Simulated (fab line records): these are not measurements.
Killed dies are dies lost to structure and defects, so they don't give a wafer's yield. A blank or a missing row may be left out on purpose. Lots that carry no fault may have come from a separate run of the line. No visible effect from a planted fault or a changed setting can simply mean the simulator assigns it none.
Split-lot trial :: flow n5_finfet :: 39 wafers read across 7 lots, on a route 1938 steps long

THE SPLIT
At N5_BEOL_M3_ALD_98 (deposits SiO2, target thk 2.5 nm, pulse time 1 s, co reactant pulse time 1 s), the setting ald_cycles was moved away from the recipe's 17 on 15 of the 39 wafers read, by -52.9% to +58.8%. The other wafers ran this setting at the recipe's value.

The reading comes from the split's own step.

THE READING
SiO2_of_BEOL_M3_ALD_98.thk_nm (the simulator's own value, which no gauge read), in nm, at N5_BEOL_M3_ALD_98 (deposits SiO2, target thk 2.5 nm, pulse time 1 s, co reactant pulse time 1 s). No usual value for it is given in the file. Across the 24 wafers here that went through the recipe, the average is 2.5 nm and the standard deviation 0.099 nm.

wafer: L077.1
tool, chamber at the split: ald_sin-02, 3,0,3
ald_cycles as run: 23
against the recipe: +35.3%
SiO2_of_BEOL_M3_ALD_98.thk_nm, nm: 3.4
against lot-mates on the recipe: +0.9

wafer: L077.3
tool, chamber at the split: ald_sin-02, 3,0,3
ald_cycles as run: 23
against the recipe: +35.3%
SiO2_of_BEOL_M3_ALD_98.thk_nm, nm: 3.4
against lot-mates on the recipe: +0.9

wafer: L077.4
tool, chamber at the split: ald_sin-02, 3,0,3
ald_cycles as run: 23
against the recipe: +35.3%
SiO2_of_BEOL_M3_ALD_98.thk_nm, nm: 3.4
against lot-mates on the recipe: +0.9

wafer: L077.2
tool, chamber at the split: ald_sin-02, 2
ald_cycles as run: 17
against the recipe: recipe
SiO2_of_BEOL_M3_ALD_98.thk_nm, nm: 2.6
against lot-mates on the recipe: -

wafer: L077.6
tool, chamber at the split: ald_sin-02, 2
ald_cycles as run: 17
against the recipe: recipe
SiO2_of_BEOL_M3_ALD_98.thk_nm, nm: 2.6
against lot-mates on the recipe: -

wafer: L077.5
tool, chamber at the split: ald_sin-02, 0
ald_cycles as run: 17
against the recipe: recipe
SiO2_of_BEOL_M3_ALD_98.thk_nm, nm: 2.4
against lot-mates on the recipe: -

wafer: L076.3
tool, chamber at the split: ald_sin-01, 0
ald_cycles as run: 17
against the recipe: recipe
SiO2_of_BEOL_M3_ALD_98.thk_nm, nm: 2.4
against lot-mates on the recipe: -

wafer: L076.4
tool, chamber at the split: ald_sin-01, 2
ald_cycles as run: 17
against the recipe: recipe
SiO2_of_BEOL_M3_ALD_98.thk_nm, nm: 2.6
against lot-mates on the recipe: -

wafer: L076.5
tool, chamber at the split: ald_sin-01, 2
ald_cycles as run: 17
against the recipe: recipe
SiO2_of_BEOL_M3_ALD_98.thk_nm, nm: 2.6
against lot-mates on the recipe: -

wafer: L082.1
tool, chamber at the split: ald_sin-04, 1,0,2,3,1,2
ald_cycles as run: 17
against the recipe: recipe
SiO2_of_BEOL_M3_ALD_98.thk_nm, nm: 2.6
against lot-mates on the recipe: -

wafer: L082.2
tool, chamber at the split: ald_sin-04, 1,0,2,3,1,2
ald_cycles as run: 17
against the recipe: recipe
SiO2_of_BEOL_M3_ALD_98.thk_nm, nm: 2.6
against lot-mates on the recipe: -

wafer: L082.3
tool, chamber at the split: ald_sin-04, 1,0,2,3,1,2
ald_cycles as run: 17
against the recipe: recipe
SiO2_of_BEOL_M3_ALD_98.thk_nm, nm: 2.6
against lot-mates on the recipe: -

wafer: L082.4
tool, chamber at the split: ald_sin-04, 1,0,2,3,1,2
ald_cycles as run: 17
against the recipe: recipe
SiO2_of_BEOL_M3_ALD_98.thk_nm, nm: 2.6
against lot-mates on the recipe: -

wafer: L082.5
tool, chamber at the split: ald_sin-04, 1,0,2,3,1,2
ald_cycles as run: 17
against the recipe: recipe
SiO2_of_BEOL_M3_ALD_98.thk_nm, nm: 2.6
against lot-mates on the recipe: -

wafer: L082.6
tool, chamber at the split: ald_sin-04, 1,0,2,3,1,2
ald_cycles as run: 17
against the recipe: recipe
SiO2_of_BEOL_M3_ALD_98.thk_nm, nm: 2.6
against lot-mates on the recipe: -

wafer: L083.1
tool, chamber at the split: ald_sin-01, 2,0,1
ald_cycles as run: 26
against the recipe: +52.9%
SiO2_of_BEOL_M3_ALD_98.thk_nm, nm: 3.8
against lot-mates on the recipe: +1.4

wafer: L083.4
tool, chamber at the split: ald_sin-01, 2,0,1
ald_cycles as run: 26
against the recipe: +52.9%
SiO2_of_BEOL_M3_ALD_98.thk_nm, nm: 3.8
against lot-mates on the recipe: +1.4

wafer: L083.5
tool, chamber at the split: ald_sin-01, 2,0,1
ald_cycles as run: 26
against the recipe: +52.9%
SiO2_of_BEOL_M3_ALD_98.thk_nm, nm: 3.8
against lot-mates on the recipe: +1.4

wafer: L083.2
tool, chamber at the split: ald_sin-01, 3,1,0
ald_cycles as run: 17
against the recipe: recipe
SiO2_of_BEOL_M3_ALD_98.thk_nm, nm: 2.4
against lot-mates on the recipe: -

wafer: L083.3
tool, chamber at the split: ald_sin-01, 3,1,0
ald_cycles as run: 17
against the recipe: recipe
SiO2_of_BEOL_M3_ALD_98.thk_nm, nm: 2.4
against lot-mates on the recipe: -

wafer: L083.6
tool, chamber at the split: ald_sin-01, 3,1,0
ald_cycles as run: 17
against the recipe: recipe
SiO2_of_BEOL_M3_ALD_98.thk_nm, nm: 2.4
against lot-mates on the recipe: -

wafer: L088.1
tool, chamber at the split: ald_sin-01, 0,2
ald_cycles as run: 17
against the recipe: recipe
SiO2_of_BEOL_M3_ALD_98.thk_nm, nm: 2.4
against lot-mates on the recipe: -

wafer: L088.3
tool, chamber at the split: ald_sin-01, 0,2
ald_cycles as run: 17
against the recipe: recipe
SiO2_of_BEOL_M3_ALD_98.thk_nm, nm: 2.4
against lot-mates on the recipe: -

wafer: L088.2
tool, chamber at the split: ald_sin-01, 3,1,0
ald_cycles as run: 8
against the recipe: -52.9%
SiO2_of_BEOL_M3_ALD_98.thk_nm, nm: 1.2
against lot-mates on the recipe: -1.3

wafer: L088.4
tool, chamber at the split: ald_sin-01, 3,1,0
ald_cycles as run: 8
against the recipe: -52.9%
SiO2_of_BEOL_M3_ALD_98.thk_nm, nm: 1.2
against lot-mates on the recipe: -1.3

wafer: L088.6
tool, chamber at the split: ald_sin-01, 3,1,0
ald_cycles as run: 8
against the recipe: -52.9%
SiO2_of_BEOL_M3_ALD_98.thk_nm, nm: 1.2
against lot-mates on the recipe: -1.3

wafer: L088.5
tool, chamber at the split: ald_sin-01, 1
ald_cycles as run: 17
against the recipe: recipe
SiO2_of_BEOL_M3_ALD_98.thk_nm, nm: 2.6
against lot-mates on the recipe: -

wafer: L095.1
tool, chamber at the split: ald_sin-01, 1,0,0
ald_cycles as run: 27
against the recipe: +58.8%
SiO2_of_BEOL_M3_ALD_98.thk_nm, nm: 4
against lot-mates on the recipe: +1.5

wafer: L095.3
tool, chamber at the split: ald_sin-01, 1,0,0
ald_cycles as run: 27
against the recipe: +58.8%
SiO2_of_BEOL_M3_ALD_98.thk_nm, nm: 4
against lot-mates on the recipe: +1.5

wafer: L095.6
tool, chamber at the split: ald_sin-01, 1,0,0
ald_cycles as run: 27
against the recipe: +58.8%
SiO2_of_BEOL_M3_ALD_98.thk_nm, nm: 4
against lot-mates on the recipe: +1.5

wafer: L095.2
tool, chamber at the split: ald_sin-01, 3
ald_cycles as run: 17
against the recipe: recipe
SiO2_of_BEOL_M3_ALD_98.thk_nm, nm: 2.6
against lot-mates on the recipe: -

wafer: L095.4
tool, chamber at the split: ald_sin-01, 2,3
ald_cycles as run: 17
against the recipe: recipe
SiO2_of_BEOL_M3_ALD_98.thk_nm, nm: 2.4
against lot-mates on the recipe: -

wafer: L095.5
tool, chamber at the split: ald_sin-01, 2,3
ald_cycles as run: 17
against the recipe: recipe
SiO2_of_BEOL_M3_ALD_98.thk_nm, nm: 2.4
against lot-mates on the recipe: -

wafer: L097.1
tool, chamber at the split: ald_sin-04, 2,0
ald_cycles as run: 17
against the recipe: recipe
SiO2_of_BEOL_M3_ALD_98.thk_nm, nm: 2.6
against lot-mates on the recipe: -

wafer: L097.6
tool, chamber at the split: ald_sin-04, 2,0
ald_cycles as run: 17
against the recipe: recipe
SiO2_of_BEOL_M3_ALD_98.thk_nm, nm: 2.6
against lot-mates on the recipe: -

wafer: L097.2
tool, chamber at the split: ald_sin-04, 0,3,3
ald_cycles as run: 20
against the recipe: +17.6%
SiO2_of_BEOL_M3_ALD_98.thk_nm, nm: 3
against lot-mates on the recipe: +0.5

wafer: L097.3
tool, chamber at the split: ald_sin-04, 0,3,3
ald_cycles as run: 20
against the recipe: +17.6%
SiO2_of_BEOL_M3_ALD_98.thk_nm, nm: 3
against lot-mates on the recipe: +0.5

wafer: L097.4
tool, chamber at the split: ald_sin-04, 0,3,3
ald_cycles as run: 20
against the recipe: +17.6%
SiO2_of_BEOL_M3_ALD_98.thk_nm, nm: 3
against lot-mates on the recipe: +0.5

wafer: L097.5
tool, chamber at the split: ald_sin-04, 2
ald_cycles as run: 17
against the recipe: recipe
SiO2_of_BEOL_M3_ALD_98.thk_nm, nm: 2.4
against lot-mates on the recipe: -
If several chambers appear in one row, that row covers several wafers at once and the file leaves open which wafer was in which chamber.

THE FIT
A straight line over all 39 wafers: SiO2_of_BEOL_M3_ALD_98.thk_nm changes by +0.0249 nm for each +1% of ald_cycles; r = +0.99; the points scatter about the line by 0.081 nm.
The same after taking each lot's own level away (the mean of its wafers on the recipe; 39 wafers): +0.0253 nm for each +1%; r = +1.00; scatter 0.066 nm.
That fit puts the effect of the largest move of ald_cycles on the reading at 1.5 nm.
Across the lots, their own levels run from 2.40 to 2.60 nm, a range of 2.0 times the standard deviation given above.
The two slopes agree, so the slope changes little with the lot-to-lot level.
Check: with one of the wafers moved furthest among these (+58.8%) left out of the fit, the line predicts +1.5 nm for it against its lot-mates. Against them it came out at +1.53 nm.

THE OTHER SPLITS THESE WAFERS WENT THROUGH
Note: prior to the reading, these wafers also went through further splits. Each is held against what the fit with the lots' levels taken away leaves over:
other split on the same wafers: N5_BEOL_M0_TRENCH_ETCH_107 target_depth_a
wafers away from the commonest value: 15
r with SiO2_of_BEOL_M3_ALD_98.thk_nm (lot level and that fit taken away): +0.06

FILE'S OWN FIT
SiO2_of_BEOL_M3_ALD_98.thk_nm changes by +0.0254 nm for each +1% of ald_cycles, r = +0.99.
